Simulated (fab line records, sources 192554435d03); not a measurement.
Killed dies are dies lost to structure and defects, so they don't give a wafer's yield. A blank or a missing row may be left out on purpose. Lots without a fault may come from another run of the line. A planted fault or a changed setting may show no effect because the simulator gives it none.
Chamber matching | flow n5_finfet | N5_BEOL_M6_STRIP_19 on rie_diel-04: 4 sister chambers
The step strips in O2. 22 wafers are shown with their chamber, then 11 later ones without.

WAFERS WITH THEIR CHAMBER
wafer  | chamber | showerhead_plenum_p_Torr (Torr) | throttle_valve_pct (%) | oes_product_au (a.u.)
L076.1 | 0       | 2.11                            | 17.2                   | 0.72
L076.2 | 2       | 2.01                            | 17.0                   | 0.70
L076.3 | 1       | 2.14                            | 16.3                   | 0.89
L076.4 | 0       | 2.11                            | 17.2                   | 0.73
L076.5 | 1       | 2.14                            | 16.3                   | 0.89
L076.6 | 2       | 2.01                            | 17.1                   | 0.70
L075.1 | 3       | 2.24                            | 16.2                   | 0.96
L075.2 | 0       | 2.10                            | 17.2                   | 0.73
L075.3 | 1       | 2.14                            | 16.3                   | 0.88
L075.4 | 2       | 2.01                            | 17.1                   | 0.70
L075.5 | 0       | 2.11                            | 17.2                   | 0.72
L075.6 | 3       | 2.24                            | 16.2                   | 0.97
L080.1 | 0       | 2.10                            | 17.2                   | 0.71
L080.4 | 3       | 2.24                            | 16.2                   | 0.93
L080.6 | 1       | 2.13                            | 16.4                   | 0.87
L081.1 | 0       | 2.10                            | 17.2                   | 0.71
L081.3 | 3       | 2.24                            | 16.2                   | 0.93
L081.4 | 1       | 2.13                            | 16.4                   | 0.85
L084.1 | 1       | 2.13                            | 16.4                   | 0.85
L084.4 | 2       | 2.00                            | 17.1                   | 0.69
L084.6 | 1       | 2.13                            | 16.4                   | 0.85
L087.1 | 2       | 2.00                            | 17.1                   | 0.68

SIGNATURES (means of the wafers above)
reading                  | chamber 0 | chamber 1 | chamber 2 | chamber 3 | scatter within a chamber
showerhead_plenum_p_Torr | 2.1050    | 2.1343    | 2.0060    | 2.2400    | 0.00495
throttle_valve_pct       | 17.200    | 16.357    | 17.080    | 16.200    | 0.0374
oes_product_au           | 0.7200    | 0.8686    | 0.6940    | 0.9475    | 0.0151
Rule: a wafer's distance from a chamber is the root of the sum, over the readings, of the square of ((its reading less the chamber's mean) divided by the reading's scatter). The wafer belongs to the nearest chamber; if the next one is less than 2 further off, it can't be placed. The scatter: the root of (the sum of the squares of (reading less its chamber's mean) over the shown wafers, divided by (wafers less chambers)).

WAFERS WITHOUT THEIR CHAMBER
wafer  | showerhead_plenum_p_Torr (Torr) | throttle_valve_pct (%) | oes_product_au (a.u.)
L087.2 | 2.23                            | 16.2                   | 0.90
L087.3 | 2.10                            | 17.2                   | 0.71
L087.4 | 2.13                            | 16.4                   | 0.84
L087.5 | 2.10                            | 17.2                   | 0.72
L087.6 | 2.23                            | 16.2                   | 0.91
L086.1 | 2.00                            | 17.1                   | 0.68
L086.5 | 2.00                            | 17.1                   | 0.67
L086.6 | 2.23                            | 16.2                   | 0.88
L093.1 | 2.12                            | 16.4                   | 0.81
L093.4 | 2.23                            | 16.3                   | 0.86
L093.6 | 2.09                            | 17.2                   | 0.69

WHICH CHAMBER EACH WENT THROUGH
wafer  | from the rows above | in truth
L087.2 | 3                   | 3
L087.3 | 0                   | 0
L087.4 | 1                   | 1
L087.5 | 0                   | 0
L087.6 | 3                   | 3
L086.1 | 2                   | 2
L086.5 | 2                   | 2
L086.6 | 3                   | 3
L093.1 | 1                   | 1
L093.4 | 3                   | 3
L093.6 | 0                   | 0
Placed correctly: 11 of 11. Can't be placed from these rows: 0. Placed wrongly: 0.
